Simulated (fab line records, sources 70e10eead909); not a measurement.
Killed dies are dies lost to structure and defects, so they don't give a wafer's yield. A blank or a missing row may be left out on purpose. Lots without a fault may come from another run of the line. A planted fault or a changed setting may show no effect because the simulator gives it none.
Chamber matching | flow nand_harc | NHARC_P_M1_DEP_33 on pecvd-03: 3 sister chambers
The step deposits SiCN, target thk 30 nm. 6 wafers are shown with their chamber, then 7 later ones without.

WAFERS WITH THEIR CHAMBER
wafer  | chamber | heater_power_w (W)
L659.5 | 1       | 591
L667.1 | 2       | 594
L667.2 | 0       | 542
L667.6 | 1       | 645
L668.1 | 2       | 586
L668.5 | 0       | 580

WAFERS WITHOUT THEIR CHAMBER
wafer  | heater_power_w (W)
L668.6 | 579
L669.1 | 610
L669.4 | 649
L669.5 | 606
L671.1 | 642
L671.2 | 519
L671.4 | 617

WHICH CHAMBER EACH WENT THROUGH
wafer  | from the rows above          | in truth
L668.6 | can't be placed: 2 or 0 or 1 | 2
L669.1 | can't be placed: 1 or 2 or 0 | 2
L669.4 | can't be placed: 1 or 2      | 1
L669.5 | can't be placed: 1 or 2 or 0 | 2
L671.1 | can't be placed: 1 or 2      | 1
L671.2 | can't be placed: 0 or 2      | 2
L671.4 | can't be placed: 1 or 2      | 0
Placed correctly: 0 of 7. Can't be placed from these rows: 7 (the true chamber is among the candidates in 6). Placed wrongly: 0.
How it was worked out, from the rows above alone: a wafer's distance from a chamber is the root of the sum, over the readings, of the square of ((its reading less the chamber's mean) divided by the reading's scatter). The wafer belongs to the nearest chamber; if the next one is less than 2 further off, it can't be placed. A chamber's mean is the mean of its shown wafers. The scatter: the root of (the sum of the squares of (reading less its chamber's mean) over the shown wafers, divided by (wafers less chambers)).
